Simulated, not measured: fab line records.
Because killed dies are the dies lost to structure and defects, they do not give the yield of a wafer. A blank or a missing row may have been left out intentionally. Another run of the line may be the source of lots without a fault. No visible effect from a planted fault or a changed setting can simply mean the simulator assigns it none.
fab line records ; flow n5-finfet
[record] lots = 12; wafers = 35; last-day = 18
route steps=1938 shown BEOL_M10@1506 PASS1_CAP@1873 PASSIVATION@1926
lots that met no fault: from a run of the same line without faults
start-h: hours from the record's first day to the start of the lot's first wafer shown ; wait-h: hours elapsed since this lot's preceding step ; " as in the row above ; L1.1+2: one row covering several wafers at once ; - no value, or no start given ; * or withheld: withheld ; < > ~ a bound
route shown NAME@n: a module of which the file shows steps, and the number in the route of the first ; usual: mean/standard deviation taken from wafers without a fault ; same: alike in all rows ; chamber/n: place in a boat ; sites: the reading at each site ; _std_site: how widely they spread, as a standard deviation ; _edge_site: mean of outer sites minus mean of inner sites ; radius-mm: for every site, how far away it sits from the centre of the wafer ; mask NAME#n: copy n ; behind: the tool/chamber that last shaped the wafer ; hold: what put the lot on hold/how long, in hours/how the hold closed ; device: names the non-switching transistor (n, p or np) ; end of line: the same wafers' tests at the end of the route ; where a step has no rows: the recipe by itself ; killed: count of dies lost to structure and defects at first sort (not the wafer's yield) ; map: the dies of a wafer, with x for killed, . for not killed, _ for no die there
set.NAME: the setting as run; set.NAME@STEP: as run at that earlier step ; model.NAME: the simulator's own value behind a step, which no gauge read
the route's steps for a sample of lots (tables are steps, rows are wafers)
services: the hour from which a tool's chamber was out of use, counted from the record's first day as start-h (under 0 if before that day), plus the number of hours and why
[[steps]]
[step N5_BEOL_M10_ETCH_65]
[recipe] chemistry = CF4; target = SiARC; target-depth-a = 390; mask-material = CAR-ArF; time-s = 65; ion-energy-ev = 80; pressure-mtorr = 40; source-w = 545; bias-w = 36; Ar_flow_sccm = 100; cf4-flow-sccm = 100; ends = cleared
[usual] drypump-motor-current-A = 5.5/0.54; etch-rf-on-time-s = 66.3/1.7; oes-product-au = 0.66/0.045; rf-fwd-power-W = 539.3/2.3; rf-vpp-V = 183.6/1.1; showerhead-plenum-p-Torr = 2.12/0.055; throttle-valve-pct = 15.70/0.18
lot.wafer;tool;chamber;start-h;wait-h;drypump-motor-current-A;etch-rf-on-time-s;oes-product-au;rf-fwd-power-W;rf-hours-counter-h;rf-vpp-V;showerhead-plenum-p-Torr;throttle-valve-pct
L366.2;rie-diel-03;1;232.12;0.0;6.1;66.9;0.74;538.0;59;187.1;2.19;15.41
L366.4;rie-diel-03;3;232.12;0.0;6.0;64.3;0.63;540.6;150;185.2;2.13;15.39
L366.6;rie-diel-03;1;232.12;0.0;6.1;67.0;0.74;538.1;-;184.4;2.19;15.41
L368.1;rie-diel-06;1;235.85;0.0;4.8;66.9;0.62;537.1;182;183.2;2.04;15.76
L368.2;rie-diel-06;3;235.85;0.0;6.6;65.6;0.67;543.5;110;185.2;2.16;15.73
L368.5;rie-diel-06;1;235.85;0.0;4.8;66.3;0.61;538.3;-;182.4;2.04;15.75
L369.2;rie-diel-06;1;268.86;0.0;4.9;66.1;0.61;540.4;194;182.9;2.04;15.77
L369.6;rie-diel-06;3;268.86;0.0;6.6;65.6;0.65;541.3;-;184.4;2.15;15.76
L371.2;rie-diel-06;0;277.21;0.0;6.2;65.6;0.70;540.7;69;183.4;2.09;15.72
L371.5;rie-diel-06;3;277.21;0.0;6.6;65.4;0.65;541.0;-;183.5;2.15;15.75
L371.6;rie-diel-06;2;277.21;0.0;5.4;68.6;0.65;540.9;-;183.9;2.08;15.69
L372.2;rie-diel-06;2;278.43;0.0;5.4;68.4;0.65;539.8;130;183.6;2.08;15.71
L372.4;rie-diel-06;1;278.43;0.0;4.9;65.7;0.60;539.5;198;182.1;2.04;15.79
L372.5;rie-diel-06;2;278.43;0.0;5.4;68.0;0.66;541.7;-;184.4;2.08;15.70
L376.1;rie-diel-06;3;287.04;0.0;6.6;64.5;0.65;542.9;126;183.4;2.15;15.79
L376.2;rie-diel-06;2;287.04;0.0;5.4;68.6;0.65;540.2;132;182.5;2.08;15.70
L376.6;rie-diel-06;0;287.04;0.0;6.2;64.7;0.71;542.9;-;184.6;2.09;15.72
L374.1;rie-diel-02;1;292.48;0.0;5.1;68.4;0.67;541.6;80;182.2;2.09;15.70
L374.3;rie-diel-02;2;292.48;0.0;5.1;64.4;0.73;540.4;69;185.0;2.08;15.73
L374.4;rie-diel-02;0;292.48;0.0;5.4;67.5;0.59;535.1;195;184.1;2.13;15.91
L379.2;rie-diel-06;2;309.69;0.0;5.4;68.7;0.64;539.5;139;182.5;2.08;15.71
L379.4;rie-diel-06;1;309.69;0.0;4.8;66.5;0.60;534.9;207;183.1;2.03;15.82
L379.5;rie-diel-06;3;309.69;0.0;6.6;65.3;0.64;543.5;-;183.2;2.15;15.79
L380.2;rie-diel-06;3;312.87;0.0;6.6;65.1;0.65;540.7;133;182.7;2.15;15.79
L380.3;rie-diel-06;2;312.87;0.0;5.4;68.8;0.65;541.5;140;182.1;2.08;15.73
L380.5;rie-diel-06;1;312.87;0.0;4.9;65.7;0.60;538.9;-;182.0;2.03;15.82
L381.3;rie-diel-02;2;331.90;0.0;5.1;65.3;0.71;538.8;82;182.8;2.07;15.75
L381.4;rie-diel-02;0;331.90;0.0;5.4;67.7;0.58;537.9;208;184.0;2.13;15.95
L381.5;rie-diel-02;3;331.90;0.0;5.4;67.1;0.61;539.5;-;185.6;2.21;15.80
L388.2;rie-diel-02;0;367.87;0.0;5.4;67.7;0.58;535.6;222;184.9;2.12;15.97
L388.4;rie-diel-02;1;367.87;0.0;5.0;67.9;0.65;540.9;108;182.6;2.08;15.74
L388.5;rie-diel-02;3;367.87;0.0;5.4;66.8;0.61;538.0;-;184.2;2.20;15.82
L387.1;rie-diel-02;2;371.50;0.0;5.1;64.7;0.69;540.1;97;183.2;2.07;15.78
L387.2;rie-diel-02;1;371.50;0.0;5.0;69.5;0.65;540.4;109;183.2;2.08;15.74
L387.4;rie-diel-02;0;371.50;0.0;5.4;68.2;0.57;534.7;223;182.0;2.12;15.96
[step N5_PASSIVATION_PECVD_55]
[recipe] material = SiO2; target-thk-a = 4000; temp-c = 400; precursor = SiH4/N2O; pressure-torr = 2.7; rf-w = 608; time-s = 22.5
[usual] heater-power-w = 693/130; rf-fwd-power-W = 598/3.4; showerhead-plenum-p-Torr = 8.20/0.12; throttle-valve-pct = 50.2/2.2
[same] time-s = 22.5
lot.wafer;tool;chamber;start-h;wait-h;heater-power-w;rf-fwd-power-W;showerhead-plenum-p-Torr;throttle-valve-pct
L366.2;pecvd-04;0;271.30;0.0;674;596;8.07;51.6
L366.4;pecvd-04;0;271.30;0.0;688;595;8.11;51.6
L366.6;pecvd-04;2;271.30;0.0;507;605;8.11;50.1
L368.1;pecvd-04;2;281.02;0.0;491;601;8.11;50.0
L368.2;pecvd-04;1;281.02;0.0;674;601;8.24;52.1
L368.5;pecvd-04;0;281.02;0.0;621;598;8.09;51.3
L369.2;pecvd-03;0;314.42;0.0;478;596;8.28;47.8
L369.6;pecvd-03;2;314.42;0.0;877;593;8.35;48.8
L371.2;pecvd-04;2;321.60;0.0;426;602;8.12;50.1
L371.5;pecvd-04;0;321.60;0.0;608;602;8.08;51.8
L371.6;pecvd-04;1;321.60;0.0;642;599;8.21;52.1
L372.2;pecvd-01;0;333.37;0.0;743;596;8.36;48.9
L372.4;pecvd-01;1;333.37;0.0;807;600;8.21;53.5
L372.5;pecvd-01;2;333.37;0.0;851;596;7.98;46.8
L376.1;pecvd-04;0;334.63;0.0;626;597;8.12;51.4
L376.2;pecvd-04;1;334.63;0.0;667;599;8.20;52.2
L376.6;pecvd-04;1;334.63;0.0;533;600;8.20;52.2
L374.1;pecvd-01;2;341.40;0.0;795;593;7.93;47.3
L374.3;pecvd-01;1;341.40;0.0;811;602;8.24;53.2
L374.4;pecvd-01;2;341.40;0.0;820;592;7.96;47.2
L379.2;pecvd-04;0;353.37;0.0;699;596;8.09;51.5
L379.4;pecvd-04;0;353.37;0.0;705;596;8.11;51.6
L379.5;pecvd-04;1;353.37;0.0;605;599;8.21;52.1
L380.2;pecvd-01;0;353.44;0.0;766;596;8.35;48.9
L380.3;pecvd-01;1;353.44;0.0;692;603;8.25;53.3
L380.5;pecvd-01;0;353.44;0.0;765;593;8.33;48.9
L381.3;pecvd-01;0;373.72;0.0;732;594;8.33;48.7
L381.4;pecvd-01;0;373.72;0.0;758;594;8.36;48.8
L381.5;pecvd-01;2;373.72;0.0;681;595;7.95;47.5
L388.2;pecvd-03;2;407.76;0.0;860;595;8.34;49.2
L388.4;pecvd-03;0;407.76;0.0;538;599;8.26;47.5
L388.5;pecvd-03;0;407.76;0.0;578;600;8.27;48.0
L387.1;pecvd-01;1;418.31;0.0;805;603;8.23;53.1
L387.2;pecvd-01;2;418.31;0.0;838;595;7.99;47.7
L387.4;pecvd-01;0;418.31;0.0;759;593;8.34;48.8
[step N5_PASSIVATION_OVL_MEAS_66]
[recipe] points-per-wafer = 44
[usual] PASS_OPEN_OVL = 3/5.5
lot.wafer;tool;chamber;start-h;wait-h;PASS_OPEN_OVL[nm]
L366.2;overlay-01;0;277.19;0.0;-4
L366.4;overlay-01;0;277.19;0.0;6
L366.6;overlay-01;0;277.19;0.0;2
L368.1;overlay-01;0;286.33;0.0;8
L368.2;overlay-01;0;286.33;0.0;10
L368.5;overlay-01;0;286.33;0.0;7
L369.2;overlay-01;0;319.02;0.0;-3
L369.6;overlay-01;0;319.02;0.0;0
L371.2;overlay-02;0;326.19;0.0;0
L371.5;overlay-02;0;326.19;0.0;-4
L371.6;overlay-02;0;326.19;0.0;0
L372.2;overlay-02;0;339.45;0.0;-2
L372.4;overlay-02;0;339.45;0.0;2
L372.5;overlay-02;0;339.45;0.0;0
L376.1;overlay-01;0;341.33;0.0;10
L376.2;overlay-01;0;341.33;0.0;11
L376.6;overlay-01;0;341.33;0.0;2
L374.1;overlay-02;0;347.79;0.0;4
L374.3;overlay-02;0;347.79;0.0;4
L374.4;overlay-02;0;347.79;0.0;8
L379.2;overlay-02;0;357.64;0.0;4
L379.4;overlay-02;0;357.64;0.0;-2
L379.5;overlay-02;0;357.64;0.0;7
L380.2;overlay-01;0;357.79;0.0;5
L380.3;overlay-01;0;357.79;0.0;2
L380.5;overlay-01;0;357.79;0.0;-3
L381.3;overlay-01;0;378.32;0.0;10
L381.4;overlay-01;0;378.32;0.0;13
L381.5;overlay-01;0;378.32;0.0;15
L388.2;overlay-01;0;412.71;0.0;0
L388.4;overlay-01;0;412.71;0.0;-7
L388.5;overlay-01;0;412.71;0.0;-7
L387.1;overlay-01;0;424.93;0.0;2
L387.2;overlay-01;0;424.93;0.0;13
L387.4;overlay-01;0;424.93;0.0;8
[step N5_PASSIVATION_PROBE_49]
[usual] defect-limited-yield = 91.0/1.5; killed_at_M0_to_M3 = 33/9.4; killed_at_M4_up = 14/4.8; killed-at-contacts = 13/7.3; killed-at-front-end = 43/13; killed-at-other = 3.6/2.9; killed-dies = 106/18; killed-on-rim = 14/4.2; killed-open = 69/13; killed-short = 35/8.2; sort_bin_5_function = 5.3/1; sort_bin_6_memory = 3.3/0.68; sort-n-pass = 1074/18; sort-yield-pct = 91.0/1.5
[same] gross-dies = 1180; killed-at-back-side = 0; sort_bin_4_leakage[%] = 0; sort_bin_8_speed[%] = 0
lot.wafer;tool;chamber;start-h;wait-h;defect-limited-yield[%];killed_at_M0_to_M3;killed_at_M4_up;killed-at-contacts;killed-at-front-end;killed-at-other;killed-dies;killed-on-rim;killed-open;killed-short;sort_bin_5_function[%];sort_bin_6_memory[%];sort-n-pass;sort-yield-pct[%]
L369.2;prober-02;-;322.79;0.1;91.4;31;16;5;45;4;101;16;61;39;4.7;3.1;1079;91.4
L369.6;prober-02;-;322.99;0.3;92.6;13;7;8;58;1;87;15;57;28;4.1;3.3;1093;92.6
L371.2;prober-02;-;329.36;0.1;91.9;17;19;9;48;3;96;14;68;26;4.7;3.1;1084;91.9
L371.5;prober-02;-;329.51;0.2;92.2;27;14;9;40;2;92;17;58;30;4.9;2.3;1088;92.2
L372.2;prober-02;-;343.15;0.1;90.6;42;10;26;26;7;111;17;69;39;6.0;2.9;1069;90.6
L372.5;prober-02;-;343.30;0.2;92.4;25;2;19;36;8;90;9;46;42;4.0;2.8;1090;92.4
L376.1;prober-02;-;345.08;0.0;90.8;40;20;13;31;5;109;11;66;42;5.1;3.9;1071;90.8
L376.2;prober-02;-;345.13;0.1;91.6;38;14;8;36;3;99;22;53;37;4.2;3.2;1081;91.6
L379.2;prober-02;-;360.79;0.1;84.6;26;103;14;37;2;182;29;71;21;9.7;4.0;998;84.6
L379.4;prober-02;-;360.89;0.2;80.4;41;134;14;40;2;231;27;60;46;13.1;4.3;949;80.4
L379.5;prober-02;-;360.94;0.2;83.0;45;96;19;37;4;201;36;75;44;10.0;5.0;979;83.0
L380.2;prober-01;-;360.96;0.1;85.8;32;96;4;34;2;168;24;48;31;8.8;3.3;1012;85.8
L380.3;prober-01;-;361.01;0.1;83.8;44;108;9;29;1;191;30;69;32;9.3;4.3;989;83.8
L380.5;prober-01;-;361.11;0.2;82.5;38;125;12;22;10;207;22;66;21;11.4;3.6;973;82.5
L381.3;prober-02;-;381.59;0.1;91.5;37;14;6;41;2;100;5;59;38;4.7;3.6;1080;91.5
L381.4;prober-02;-;381.64;0.2;92.5;27;14;5;42;1;89;12;61;22;4.4;2.3;1091;92.5
L381.5;prober-02;-;381.69;0.2;89.5;52;16;15;41;0;124;23;82;41;6.1;4.2;1056;89.5
L388.2;prober-01;-;415.86;0.1;90.8;37;4;20;39;9;109;17;69;39;5.6;3.5;1071;90.8
L388.4;prober-01;-;415.96;0.2;91.1;34;9;21;33;8;105;12;64;33;4.3;4.0;1075;91.1
L388.5;prober-01;-;416.01;0.2;91.4;30;17;21;30;4;102;15;66;35;4.3;3.9;1078;91.4
L387.1;prober-01;-;428.13;0.0;91.5;34;18;4;36;8;100;17;56;34;4.2;3.2;1080;91.5
L387.2;prober-01;-;428.18;0.1;94.4;19;9;5;24;9;66;11;40;24;3.5;1.9;1114;94.4
L387.4;prober-01;-;428.28;0.2;90.8;49;13;6;30;10;108;18;57;51;4.7;3.9;1072;90.8
// killed by level:class
L369.2 STI_FIN_REVEAL:geometric-particle:open=13 BEOL_M0_SAQP:geometric-particle:short=12 BEOL_M3:geometric-particle:open=9 FIN_SAQP:geometric-particle:open=8 BEOL_M4:geometric-particle:open=6 GATE_CUT:geometric-particle:short=5 BEOL_M5:geometric-particle:open=4 STARTING-WAFER:geometric-particle:short=4
L369.6 STI_FIN_REVEAL:geometric-particle:open=23 STI_FIN_REVEAL:geometric-particle:short=8 FIN_SAQP:geometric-particle:short=7 MOL_CONTACT_COAG:geometric-particle:open=7 BEOL_M0_SAQP:geometric-particle:open=6 FIN_SAQP:geometric-particle:open=4 GATE_CUT:geometric-particle:short=4 ILD0:geometric-particle:short=3
L371.2 FIN_SAQP:geometric-particle:open=15 FIN_SAQP:geometric-particle:short=11 STI_FIN_REVEAL:geometric-particle:open=10 MOL_CONTACT_COAG:geometric-particle:open=9 BEOL_M4:geometric-particle:open=8 BEOL_M1:geometric-particle:open=7 BEOL_M0_SAQP:geometric-particle:open=4 BEOL_M6:geometric-particle:open=4
L371.5 BEOL_M4:geometric-particle:open=12 STI_FIN_REVEAL:geometric-particle:open=9 FIN_SAQP:geometric-particle:open=8 BEOL_M3:geometric-particle:open=8 FIN_SAQP:geometric-particle:short=6 MOL_CONTACT_COAG:geometric-particle:open=6 BEOL_M1:geometric-particle:open=6 HKMG_FIN:area-etch=4
L372.2 MOL_CONTACT_COAG:geometric-particle:open=16 BEOL_M0_SAQP:geometric-particle:open=14 MOL_CONTACT_COAG:geometric-particle:short=10 FIN_SAQP:geometric-particle:open=8 FIN_SAQP:geometric-particle:short=7 BEOL_M1:geometric-particle:open=6 BEOL_M0:geometric-particle:short=6 BEOL_M3:geometric-particle:open=5
L372.5 MOL_CONTACT_COAG:geometric-particle:open=14 STI_FIN_REVEAL:geometric-particle:open=12 BEOL_M0:geometric-particle:short=9 MOL_CONTACT_COAG:geometric-particle:short=5 BEOL_M1:geometric-particle:open=5 SPACER0:geometric-particle:short=4 FIN_SAQP:geometric-particle:short=3 FIN_SAQP:geometric-particle:open=3
L376.1 BEOL_M0_SAQP:geometric-particle:short=11 MOL_CONTACT_COAG:geometric-particle:open=10 BEOL_M2:geometric-particle:open=9 FIN_SAQP:geometric-particle:short=7 STI_FIN_REVEAL:geometric-particle:open=7 FIN_SAQP:geometric-particle:open=6 BEOL_M6:geometric-particle:open=5 BEOL_M1:geometric-particle:open=4
L376.2 BEOL_M0_SAQP:geometric-particle:open=14 BEOL_M0_SAQP:geometric-particle:short=13 HKMG_FIN:area-etch=8 MOL_CONTACT_COAG:geometric-particle:open=7 FIN_SAQP:geometric-particle:open=6 BEOL_M4:geometric-particle:open=6 STARTING-WAFER:geometric-particle:short=6 FIN_SAQP:geometric-particle:short=4
L379.2 BEOL_M10:unspecified=89 MOL_CONTACT_COAG:geometric-particle:open=11 BEOL_M0_SAQP:geometric-particle:open=10 FIN_SAQP:geometric-particle:open=9 STI_FIN_REVEAL:geometric-particle:open=8 FIN_SAQP:geometric-particle:short=7 BEOL_M2:geometric-particle:open=5 BEOL_M0_SAQP:geometric-particle:short=4
L379.4 BEOL_M10:unspecified=125 FIN_SAQP:geometric-particle:short=11 BEOL_M0_SAQP:geometric-particle:short=11 BEOL_M2:geometric-particle:open=11 MOL_CONTACT_COAG:geometric-particle:open=10 BEOL_M0_SAQP:geometric-particle:open=8 FIN_SAQP:geometric-particle:open=7 BEOL_M4:geometric-particle:open=7
L379.5 BEOL_M10:unspecified=82 MOL_CONTACT_COAG:geometric-particle:open=17 BEOL_M0_SAQP:geometric-particle:short=17 BEOL_M0_SAQP:geometric-particle:open=12 FIN_SAQP:geometric-particle:short=10 FIN_SAQP:geometric-particle:open=8 BEOL_M2:geometric-particle:open=6 GATE_CUT:geometric-particle:open=5
L380.2 BEOL_M10:unspecified=85 STI_FIN_REVEAL:geometric-particle:open=11 BEOL_M3:geometric-particle:open=11 BEOL_M0_SAQP:geometric-particle:short=6 BEOL_M1:geometric-particle:open=5 GATE_CUT:geometric-particle:short=4 BEOL_M0_SAQP:geometric-particle:open=3 BEOL_M1:geometric-particle:short=3
L380.3 BEOL_M10:unspecified=87 BEOL_M0_SAQP:geometric-particle:open=11 BEOL_M1:geometric-particle:open=9 BEOL_M2:geometric-particle:open=7 FIN_SAQP:geometric-particle:short=6 GATE_CUT:geometric-particle:short=6 MOL_CONTACT_COAG:geometric-particle:open=6 BEOL_M3:geometric-particle:open=6
L380.5 BEOL_M10:unspecified=116 BEOL_M3:geometric-particle:open=17 MOL_CONTACT_COAG:geometric-particle:open=11 STI_FIN_REVEAL:geometric-particle:open=6 BEOL_M1:geometric-particle:open=6 FIN_SAQP:geometric-particle:open=5 BEOL_M2:geometric-particle:open=4 BEOL_M3:geometric-particle:short=4
L381.3 STI_FIN_REVEAL:geometric-particle:open=14 FIN_SAQP:geometric-particle:short=10 FIN_SAQP:geometric-particle:open=7 BEOL_M0_SAQP:geometric-particle:open=7 BEOL_M0_SAQP:geometric-particle:short=6 BEOL_M3:geometric-particle:short=6 BEOL_M4:geometric-particle:open=6 BEOL_M2:geometric-particle:open=5
L381.4 STI_FIN_REVEAL:geometric-particle:open=12 BEOL_M2:geometric-particle:open=8 BEOL_M0_SAQP:geometric-particle:open=7 FIN_SAQP:geometric-particle:short=6 DUMMY_GATE:geometric-particle:open=5 MOL_CONTACT_COAG:geometric-particle:open=5 BEOL_M8:geometric-particle:open=5 HKMG_FIN:area-etch=5
L381.5 BEOL_M0_SAQP:geometric-particle:open=15 MOL_CONTACT_COAG:geometric-particle:open=13 BEOL_M0_SAQP:geometric-particle:short=12 DUMMY_GATE:geometric-particle:open=9 BEOL_M2:geometric-particle:open=8 BEOL_M3:geometric-particle:open=8 FIN_SAQP:geometric-particle:short=7 STI_FIN_REVEAL:geometric-particle:open=6
L388.2 MOL_CONTACT_COAG:geometric-particle:open=15 BEOL_M2:geometric-particle:open=12 ILD0:geometric-particle:short=8 BEOL_M1:geometric-particle:open=6 STARTING-WAFER:geometric-particle:open=6 FIN_SAQP:geometric-particle:short=5 FIN_SAQP:geometric-particle:open=5 STI_FIN_REVEAL:geometric-particle:open=5
L388.4 BEOL_M2:geometric-particle:open=18 MOL_CONTACT_COAG:geometric-particle:open=17 FIN_SAQP:geometric-particle:open=10 HKMG_FIN:area-etch=6 FIN_SAQP:geometric-particle:short=5 BEOL_M2:geometric-particle:short=5 PASS1_DEP:geometric-particle:open=5 STI_FIN_REVEAL:geometric-particle:open=4
L388.5 MOL_CONTACT_COAG:geometric-particle:open=17 BEOL_M2:geometric-particle:open=10 BEOL_M4:geometric-particle:open=8 FIN_SAQP:geometric-particle:short=7 DUMMY_GATE:geometric-particle:open=5 MOL_CONTACT_COAG:geometric-particle:short=4 BEOL_M3:geometric-particle:open=4 FIN_SAQP:geometric-particle:open=3
L387.1 FIN_SAQP:geometric-particle:open=9 HKMG_FIN:area-etch=9 BEOL_M0_SAQP:geometric-particle:open=7 BEOL_M0_SAQP:geometric-particle:short=7 BEOL_M3:geometric-particle:open=6 BEOL_M4:geometric-particle:open=6 BEOL_M4:geometric-particle:short=5 FIN_SAQP:geometric-particle:short=4
L387.2 STI_FIN_REVEAL:geometric-particle:open=7 BEOL_M4:geometric-particle:open=6 BEOL_M1:geometric-particle:short=5 MOL_CONTACT_COAG:geometric-particle:open=4 BEOL_M0_SAQP:geometric-particle:short=4 BEOL_M3:geometric-particle:open=4 STARTING-WAFER:geometric-particle:open=4 FIN_SAQP:geometric-particle:short=3
L387.4 BEOL_M0_SAQP:geometric-particle:short=16 BEOL_M0_SAQP:geometric-particle:open=14 GATE_CUT:geometric-particle:short=7 FIN_SAQP:geometric-particle:short=5 BEOL_M4:geometric-particle:open=5 PASS1_CAP:geometric-particle:short=5 GATE_CUT:geometric-particle:open=4 MOL_CONTACT_COAG:geometric-particle:open=4
[[services]]
tool;chamber;start-h;hours;kind
pecvd-04;0;217.44;5.5;scheduled-down
rie-diel-06;3;237.05;5.0;repair
pecvd-03;2;248.24;-;calibration
pecvd-01;-;255.43;0.8;repair
pecvd-03;0;272.97;3.5;repair
pecvd-04;-;307.35;2.8;pm
rie-diel-03;3;307.60;7.1;repair
pecvd-03;1;319.66;12.4;repair
pecvd-01;-;330.04;1.3;repair
rie-diel-02;3;335.50;4.8;repair
pecvd-03;0;339.32;30.1;repair
pecvd-03;1;341.31;2.1;scheduled-down
rie-diel-06;2;362.62;4.0;repair
rie-diel-03;0;379.04;8.9;repair
pecvd-03;1;383.62;-;clean
pecvd-03;1;383.62;-;consumable-replace:showerhead
pecvd-03;1;383.62;29.0;scheduled-down
pecvd-03;1;383.62;29.0;vent-cycle
pecvd-04;-;398.25;0.9;repair
pecvd-03;-;398.42;6.0;pm
pecvd-03;-;404.50;0.7;repair
rie-diel-06;2;415.57;3.7;repair
[[key]]
[first-sign] step = N5_PASSIVATION_PROBE_49; reading = killed_at_M4_up; direction = up; sigmas = 20; usual = 14; struck = 110
[effect] step = N5_PASSIVATION_PROBE_49; reading = defect-limited-yield; direction = down; sigmas = 5; usual = 91.0; struck = 83.3
[more-kills-born-at] N5_BEOL_M10_ETCH_65@rie-diel-06 = 584
met-at N5_BEOL_M10_ETCH_65
struck-lots L379,L380
not-acting-at N5_PASSIVATION_PECVD_55,N5_PASSIVATION_OVL_MEAS_66
onset-between 287.04 309.69
[fault] kind = chamber-particle-source; tool = rie-diel-06; chamber = -; onset-h = 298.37; steps = N5_BEOL_M10_ETCH_65; rate-per-visit-cm2 = 0.94621; end-h = 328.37
